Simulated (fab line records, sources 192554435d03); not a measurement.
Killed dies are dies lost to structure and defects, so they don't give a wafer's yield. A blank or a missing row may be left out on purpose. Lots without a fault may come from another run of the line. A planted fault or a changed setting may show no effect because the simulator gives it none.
Chamber matching | flow n5_finfet | N5_SD_EPI_P_DESCUM_14 on rie_diel-05: 4 sister chambers
The step chemistry O2, time 7.9 s. 4 wafers are shown with their chamber, then 10 later ones without.

WAFERS WITH THEIR CHAMBER
wafer  | chamber | showerhead_plenum_p_Torr (Torr)
L092.1 | 1       | 2.09
L092.3 | 0       | 2.19
L094.2 | 2       | 2.10
L094.4 | 3       | 2.09

WAFERS WITHOUT THEIR CHAMBER
wafer  | showerhead_plenum_p_Torr (Torr)
L094.5 | 2.10
L095.2 | 2.08
L095.3 | 2.09
L095.4 | 2.19
L097.1 | 2.08
L097.2 | 2.19
L097.3 | 2.09
L097.4 | 2.08
L097.5 | 2.19
L097.6 | 2.08

WHICH CHAMBER EACH WENT THROUGH
wafer  | from the rows above          | in truth
L094.5 | can't be placed: 2 or 1 or 3 | 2
L095.2 | can't be placed: 1 or 3 or 2 | 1
L095.3 | can't be placed: 1 or 3 or 2 | 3
L095.4 | 0                            | 0
L097.1 | can't be placed: 1 or 3 or 2 | 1
L097.2 | 0                            | 0
L097.3 | can't be placed: 1 or 3 or 2 | 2
L097.4 | can't be placed: 1 or 3 or 2 | 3
L097.5 | 0                            | 0
L097.6 | can't be placed: 1 or 3 or 2 | 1
Placed correctly: 3 of 10. Can't be placed from these rows: 7 (the true chamber is among the candidates in 7). Placed wrongly: 0.
How it was worked out, from the rows above alone: a wafer's distance from a chamber is the root of the sum, over the readings, of the square of ((its reading less the chamber's mean) divided by the reading's scatter). The wafer belongs to the nearest chamber; if the next one is less than 2 further off, it can't be placed. A chamber's mean is the mean of its shown wafers. The scatter: with one shown wafer a chamber, the root of the mean of the squares of how far each hidden wafer lies from its nearest shown one.
